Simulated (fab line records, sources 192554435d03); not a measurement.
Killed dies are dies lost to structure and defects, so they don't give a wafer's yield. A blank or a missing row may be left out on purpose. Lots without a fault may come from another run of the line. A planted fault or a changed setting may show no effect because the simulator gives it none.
Split-lot experiment | flow n5_finfet | 7 lots, 39 wafers read, on a route of 1938 steps

THE SPLIT
At N5_MOL_CONTACT_COAG_SPUTTER_143 (material Co, target thk 2.5 nm), the setting target_thk_a was moved away from the recipe's 25 angstrom on 6 of the 39 wafers read, by +23.1% to +38.9%. The other wafers ran this setting at the recipe's value.

The reading is taken at the split's own step.

THE READING
Co_of_MOL_CONTACT_COAG_SPUTTER_143.thk_nm (the simulator's own value, which no gauge read), in nm, at N5_MOL_CONTACT_COAG_SPUTTER_143 (material Co, target thk 2.5 nm). The file gives no usual value for it. The 33 wafers here that ran the recipe average 2.6 nm, standard deviation 0.13 nm.

wafer  | tool, chamber at the split | target_thk_a as run, angstrom | against the recipe | Co_of_MOL_CONTACT_COAG_SPUTTER_143.thk_nm, nm | against lot-mates on the recipe
L086.1 | pvd_sputter-02, -          | 25                            | recipe             | 2.6                                           | -
L086.5 | pvd_sputter-02, -          | 25                            | recipe             | 2.6                                           | -
L086.2 | pvd_sputter-02, -          | 25                            | recipe             | 2.4                                           | -
L086.3 | pvd_sputter-02, -          | 25                            | recipe             | 2.4                                           | -
L086.4 | pvd_sputter-02, -          | 25                            | recipe             | 2.4                                           | -
L086.6 | pvd_sputter-02, -          | 25                            | recipe             | 2.4                                           | -
L087.2 | pvd_sputter-03, -          | 25                            | recipe             | 2.6                                           | -
L087.4 | pvd_sputter-03, -          | 25                            | recipe             | 2.6                                           | -
L087.6 | pvd_sputter-03, -          | 25                            | recipe             | 2.6                                           | -
L090.1 | pvd_sputter-03, -          | 25                            | recipe             | 2.6                                           | -
L090.3 | pvd_sputter-03, -          | 25                            | recipe             | 2.6                                           | -
L090.2 | pvd_sputter-03, -          | 25                            | recipe             | 2.4                                           | -
L090.4 | pvd_sputter-03, -          | 34.73                         | +38.9%             | 3.4                                           | +0.9
L090.5 | pvd_sputter-03, -          | 34.73                         | +38.9%             | 3.4                                           | +0.9
L090.6 | pvd_sputter-03, -          | 34.73                         | +38.9%             | 3.6                                           | +1.1
L094.1 | pvd_sputter-03, -          | 25                            | recipe             | 2.6                                           | -
L094.2 | pvd_sputter-03, -          | 25                            | recipe             | 2.8                                           | -
L094.3 | pvd_sputter-03, -          | 25                            | recipe             | 2.8                                           | -
L094.4 | pvd_sputter-03, -          | 25                            | recipe             | 2.8                                           | -
L094.5 | pvd_sputter-03, -          | 25                            | recipe             | 2.8                                           | -
L094.6 | pvd_sputter-03, -          | 25                            | recipe             | 2.8                                           | -
L095.1 | pvd_sputter-01, -          | 25                            | recipe             | 2.6                                           | -
L095.5 | pvd_sputter-01, -          | 25                            | recipe             | 2.6                                           | -
L095.2 | pvd_sputter-01, -          | 30.78                         | +23.1%             | 3                                             | +0.5
L095.3 | pvd_sputter-01, -          | 25                            | recipe             | 2.4                                           | -
L095.4 | pvd_sputter-01, -          | 30.78                         | +23.1%             | 3.2                                           | +0.7
L095.6 | pvd_sputter-01, -          | 30.78                         | +23.1%             | 3.2                                           | +0.7
L096.1 | pvd_sputter-02, -          | 25                            | recipe             | 2.6                                           | -
L096.2 | pvd_sputter-02, -          | 25                            | recipe             | 2.6                                           | -
L096.4 | pvd_sputter-02, -          | 25                            | recipe             | 2.6                                           | -
L096.6 | pvd_sputter-02, -          | 25                            | recipe             | 2.6                                           | -
L096.3 | pvd_sputter-02, -          | 25                            | recipe             | 2.4                                           | -
L096.5 | pvd_sputter-02, -          | 25                            | recipe             | 2.4                                           | -
L097.1 | pvd_sputter-02, -          | 25                            | recipe             | 2.4                                           | -
L097.2 | pvd_sputter-02, -          | 25                            | recipe             | 2.6                                           | -
L097.3 | pvd_sputter-02, -          | 25                            | recipe             | 2.6                                           | -
L097.4 | pvd_sputter-02, -          | 25                            | recipe             | 2.6                                           | -
L097.5 | pvd_sputter-02, -          | 25                            | recipe             | 2.6                                           | -
L097.6 | pvd_sputter-02, -          | 25                            | recipe             | 2.6                                           | -

THE FIT
A straight line over all 39 wafers: Co_of_MOL_CONTACT_COAG_SPUTTER_143.thk_nm changes by +0.0232 nm for each +1% of target_thk_a; r = +0.91; the points scatter about the line by 0.13 nm.
The same after taking each lot's own level away (the mean of its wafers on the recipe; 39 wafers): +0.0245 nm for each +1%; r = +0.96; scatter 0.088 nm.
On that fit, the largest move of target_thk_a shifts the reading by 0.95 nm.
The lots' own levels span 2.47 to 2.77 nm, that is 2.3 times the standard deviation above.
So the lot-to-lot level changes the slope little: the two slopes agree.
Check: with one of the wafers moved furthest among these (+38.9%) left out of the fit, the line predicts +0.982 nm for it against its lot-mates. It came out at +0.867 nm against them.

OTHER SPLITS ON THESE WAFERS
These wafers also went through other splits before the reading. Each is held against what the fit with the lots' levels taken away leaves over:
other split on the same wafers        | wafers away from the commonest value | r with Co_of_MOL_CONTACT_COAG_SPUTTER_143.thk_nm (lot level and that fit taken away)
N5_FIN_SAQP_SPACER1_ALD_24 ald_cycles | 9                                    | -0.04
N5_DUMMY_GATE_DESCUM_20 time_s        | 12                                   | -0.13
N5_SD_EPI_P_EPI_21 epi_growth_time_s  | 15                                   | +0.18

THE FILE'S OWN FIT
Co_of_MOL_CONTACT_COAG_SPUTTER_143.thk_nm changes by +0.0245 nm for each +1% of target_thk_a, r = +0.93.
